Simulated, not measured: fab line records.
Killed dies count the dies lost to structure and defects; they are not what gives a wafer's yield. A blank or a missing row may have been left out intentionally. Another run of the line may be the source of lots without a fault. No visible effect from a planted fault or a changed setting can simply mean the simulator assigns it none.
Which tool was responsible? -- flow nand harc -- 12 lots, 36 wafers sampled, at 5 steps of a route of 1159

== WHAT THE GAUGES READ, wafer by wafer ==
NHARC_A_SLIT_CD_MEAS_21. Usual: cd nm 289.5 nm, standard deviation 0.72.
lot,measured,on,cd nm (nm),flag
L355,day 14 16:49,cd sem-02,289.9 289.5 289.8,
L356,day 14 20:44,cd sem-02,290.0 290.7 290.2,
L354,day 14 22:56,cd sem-03,289.7 289.3 289.3,
L360,day 15 20:03,cd sem-03,290.0 290.3 289.8,
L361,day 16 06:20,cd sem-03,288.6 289.0 288.1,
L362,day 16 19:05,cd sem-03,289.8 289.4 289.1,
L370,day 18 16:16,cd sem-02,290.4 289.7 290.2,
L372,day 19 02:02,cd sem-01,289.5 289.9 289.4,
L373,day 19 14:17,cd sem-02,289.2 289.6 290.2,
L376,day 19 14:53,cd sem-03,288.3 288.3 288.4,
L375,day 19 15:58,cd sem-03,288.9 288.9 289.9,
L374,day 19 16:33,cd sem-03,288.5 289.4 289.1,

NHARC_END_SORT_01. Usual: killed at array 26, standard deviation 9.6; killed at other 0.7, standard deviation 0.92; killed at periphery 3.8, standard deviation 2.7; killed dies 31, standard deviation 10; killed open 3.3, standard deviation 1.7; killed short 1.8, standard deviation 1.3.
lot,measured,on,killed at array,killed at other,killed at periphery,killed dies,killed open,killed short,flag
L361,day 20 21:44,prober-02,15 25,0 0,4 4,19 29,2 4,0 1,

== WHICH TOOL RAN EACH LOT (tool, then ch and the chambers of the sampled wafers, then the start) ==
lot,NHARC_A_SLIT_ETCH_15,NHARC_A_WL_FILL_CVD_03,NHARC_A_WL_FILL_CVD_23
L355,"rie diel-04 ch 0,2, day 14 16:49 or earlier","cvd w-02 ch 0,1, day 15 03:09","lpcvd poly-03 ch 0, day 15 18:44"
L356,"rie diel-04 ch 0,3, day 14 20:44 or earlier","cvd w-01 ch 1, day 15 11:13","lpcvd poly-03 ch 0, day 16 00:49"
L354,"rie diel-09 ch 0,3, day 14 22:56 or earlier","cvd w-01 ch 0,1, day 15 14:02","lpcvd poly-03 ch 0, day 16 04:37"
L360,"rie diel-03 ch 0,1, day 15 20:03 or earlier","cvd w-01 ch 0,1, day 16 09:28","lpcvd poly-01, day 17 01:23"
L361,"rie diel-03 ch 0,1,3, day 16 06:20 or earlier","cvd w-01 ch 0,1, day 16 17:29","lpcvd poly-02, day 17 10:01"
L362,"rie diel-09 ch 0,2,3, day 16 19:05 or earlier","cvd w-02 ch 0,1, day 17 05:05","lpcvd poly-01, day 17 20:11"
L370,"rie diel-03 ch 0,1,2, day 18 16:16 or earlier","cvd w-02 ch 0,1, day 19 02:28","lpcvd poly-01 ch 0, day 19 18:59"
L372,"rie diel-04 ch 1,2, day 19 02:02 or earlier","cvd w-02 ch 0,1, day 19 12:07","lpcvd poly-02 ch 0, day 20 06:27"
L373,"rie diel-04 ch 2,3, day 19 14:17 or earlier","cvd w-02 ch 0,1, day 20 05:17","lpcvd poly-01 ch 0, day 20 22:42"
L376,"rie diel-09 ch 1,2,3, day 19 14:53 or earlier","cvd w-02 ch 0,1, day 19 23:41","lpcvd poly-02 ch 0, day 20 15:52"
L375,"rie diel-03 ch 1,2,3, day 19 15:58 or earlier","cvd w-01 ch 0,1, day 20 04:28","lpcvd poly-01 ch 0, day 20 19:35"
L374,"rie diel-09 ch 1,2,3, day 19 16:33 or earlier","cvd w-02 ch 0,1, day 20 03:26","lpcvd poly-01 ch 0, day 20 19:35"
- NHARC_A_SLIT_ETCH_15: etches the open film in O2/COS, target depth 3200 nm, time 832 s.
- NHARC_A_WL_FILL_CVD_03: deposits W, target thk 40 nm, time 3302 s.
- NHARC_A_WL_FILL_CVD_23: deposits poly-Si, target thk 40 nm, time 800 s.

== WHAT THE TOOLS THEMSELVES READ (means of the sampled wafers that have a number; where no wafer has one, the mark that the record gives instead) ==
NHARC_A_SLIT_ETCH_15. Usual: drypump motor current A 5.6 A, standard deviation 0.46; oes product au 1.003 a.u., standard deviation 0.0069; rf vpp V 314.5 V, standard deviation 2; showerhead plenum p Torr 3.14 Torr, standard deviation 0.13; throttle valve pct 28.329 %, standard deviation 0.0085.
lot,tool,drypump motor current A (A),oes product au (a.u.),rf vpp V (V),showerhead plenum p Torr (Torr),throttle valve pct (%),flag
L355,rie diel-04,5.8,1.002,314.7,3.14,28.336,
L356,rie diel-04,5.7,1.008,314.6,3.16,28.329,
L354,rie diel-09,6.3,1.002,316.5,3.25,28.327,
L360,rie diel-03,5.2,1.004,312.0,2.97,28.326,
L361,rie diel-03,5.3,0.996,313.3,3.11,28.327,
L362,rie diel-09,5.8,1.006,314.8,3.20,28.329,
L370,rie diel-03,5.1,1.001,311.7,2.97,28.333,
L372,rie diel-04,6.0,1.004,314.8,3.16,28.330,
L373,rie diel-04,6.1,1.010,316.0,3.20,28.330,
L376,rie diel-09,5.5,0.999,315.4,3.18,28.323,
L375,rie diel-03,5.2,0.997,313.6,3.07,28.324,
L374,rie diel-09,5.5,0.997,314.6,3.18,28.327,

NHARC_A_WL_FILL_CVD_03. Usual: chamber pressure Torr 40.01 Torr, standard deviation 0.09; heater power outer w 270 W, standard deviation 56; heater power w 472 W, standard deviation 76; throttle valve pct 7.8 %, standard deviation 0.35.
lot,tool,chamber pressure Torr (Torr),heater power outer w (W),heater power w (W),throttle valve pct (%),flag
L355,cvd w-02,39.97,248,440,7.9,
L356,cvd w-01,40.02,314,505,8.3,
L354,cvd w-01,40.14,294,498,8.1,
L360,cvd w-01,40.05,296,499,8.0,
L361,cvd w-01,40.03,274,483,8.0,
L362,cvd w-02,40.02,281,490,7.5,
L370,cvd w-02,39.91,285,479,7.7,
L372,cvd w-02,40.04,287,486,7.6,
L373,cvd w-02,40.01,286,485,7.5,
L376,cvd w-02,40.05,280,489,7.7,
L375,cvd w-01,39.95,275,483,7.9,
L374,cvd w-02,40.18,280,490,7.6,

NHARC_A_WL_FILL_CVD_23. Usual: pressure mtorr 200.0 mTorr, standard deviation 0.37; run length s 801.8 s, standard deviation 0.69; spike tc bottom C 638.0 C, standard deviation 2.1; tube center temp C 620 C, standard deviation 0.054; zone power bottom pct 11.8 %, standard deviation 0.7; zone power centre pct 8.5 %, standard deviation 0.37.
lot,tool,pressure mtorr (mTorr),run length s (s),spike tc bottom C (C),tube center temp C (C),zone power bottom pct (%),zone power centre pct (%),flag
L355,lpcvd poly-03,199.8,802.3,639.6,620,12.4,8.7,
L356,lpcvd poly-03,199.8,802.9,638.7,620,12.4,8.8,
L354,lpcvd poly-03,200.1,802.7,640.6,620,12.4,8.8,
L360,lpcvd poly-01,-,-,-,-,-,-,OFF
L361,lpcvd poly-02,-,-,-,-,-,-,OFF
L362,lpcvd poly-01,-,-,-,-,-,-,OFF
L370,lpcvd poly-01,200.2,801.1,636.6,620,11.0,8.6,
L372,lpcvd poly-02,199.9,802.0,641.1,620,12.6,7.7,
L373,lpcvd poly-01,199.8,801.1,635.0,620,11.1,8.6,
L376,lpcvd poly-02,200.3,802.1,640.7,620,12.4,7.6,
L375,lpcvd poly-01,199.7,800.8,636.4,620,11.0,8.5,
L374,lpcvd poly-01,200.1,801.1,636.2,620,11.1,8.6,

== THE ANSWER, worked out from the rows above alone ==
Rule: lot off if the mean of its wafers having a number is beyond 3 standard deviations from the usual mean. Also off: a lot with no number at a reading for which 4 or more lots have one. Any other lot the step has rows for is counted as sound. The gauges are gone through in route order, then the tools' own readings, and for those a lot's mean is taken as printed above. At the first step where some lot is off, the reading lying furthest off is the one used; lots without a number count as furthest.
Off: L360, L361, L362 (NHARC_A_WL_FILL_CVD_23, pressure mtorr). Without a number there: L360, L361, L362.
A tool fits if, at that step or a process step before it, it ran every lot that is off, and no sound lot after the first of them. With no start given for some of its lots, NHARC_A_SLIT_ETCH_15 uses the hours and lot order of NHARC_A_SLIT_CD_MEAS_21. Of those tried, none fits.

== WHAT THE SIMULATOR HAD INSERTED ==
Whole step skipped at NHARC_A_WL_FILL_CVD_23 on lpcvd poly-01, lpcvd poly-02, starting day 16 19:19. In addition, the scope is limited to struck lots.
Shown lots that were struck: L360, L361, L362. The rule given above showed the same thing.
